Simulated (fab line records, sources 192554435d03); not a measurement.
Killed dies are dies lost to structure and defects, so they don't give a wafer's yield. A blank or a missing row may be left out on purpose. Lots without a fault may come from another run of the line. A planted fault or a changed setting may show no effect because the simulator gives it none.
Chamber matching | flow n5_finfet | N5_HKMG_FIN_HK_ALD_01 on ald_hk-03: 4 sister chambers
The step deposits HfO2, target thk 1.6 nm, pulse time 3 s, purge time 3 s. 8 wafers are shown with their chamber, then 7 later ones without.

WAFERS WITH THEIR CHAMBER
wafer  | chamber | precursor_pulse_height_rel
L078.6 | 2       | 1.015
L080.2 | 0       | 0.987
L080.5 | 3       | 0.976
L088.1 | 1       | 1.006
L088.3 | 0       | 1.022
L088.4 | 2       | 0.993
L089.4 | 1       | 0.999
L089.5 | 3       | 0.998

WAFERS WITHOUT THEIR CHAMBER
wafer  | precursor_pulse_height_rel
L089.6 | 0.984
L095.2 | 0.996
L095.4 | 1.009
L095.5 | 0.988
L097.2 | 0.977
L097.3 | 0.978
L097.5 | 1.042

WHICH CHAMBER EACH WENT THROUGH
wafer  | from the rows above               | in truth
L089.6 | can't be placed: 3 or 1 or 2 or 0 | 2
L095.2 | can't be placed: 1 or 2 or 0 or 3 | 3
L095.4 | can't be placed: 0 or 2 or 1 or 3 | 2
L095.5 | can't be placed: 3 or 1 or 2 or 0 | 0
L097.2 | can't be placed: 3 or 1 or 2 or 0 | 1
L097.3 | can't be placed: 3 or 1 or 2 or 0 | 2
L097.5 | can't be placed: 0 or 2 or 1 or 3 | 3
Placed correctly: 0 of 7. Can't be placed from these rows: 7 (the true chamber is among the candidates in 7). Placed wrongly: 0.
How it was worked out, from the rows above alone: a wafer's distance from a chamber is the root of the sum, over the readings, of the square of ((its reading less the chamber's mean) divided by the reading's scatter). The wafer belongs to the nearest chamber; if the next one is less than 2 further off, it can't be placed. A chamber's mean is the mean of its shown wafers. The scatter: the root of (the sum of the squares of (reading less its chamber's mean) over the shown wafers, divided by (wafers less chambers)).
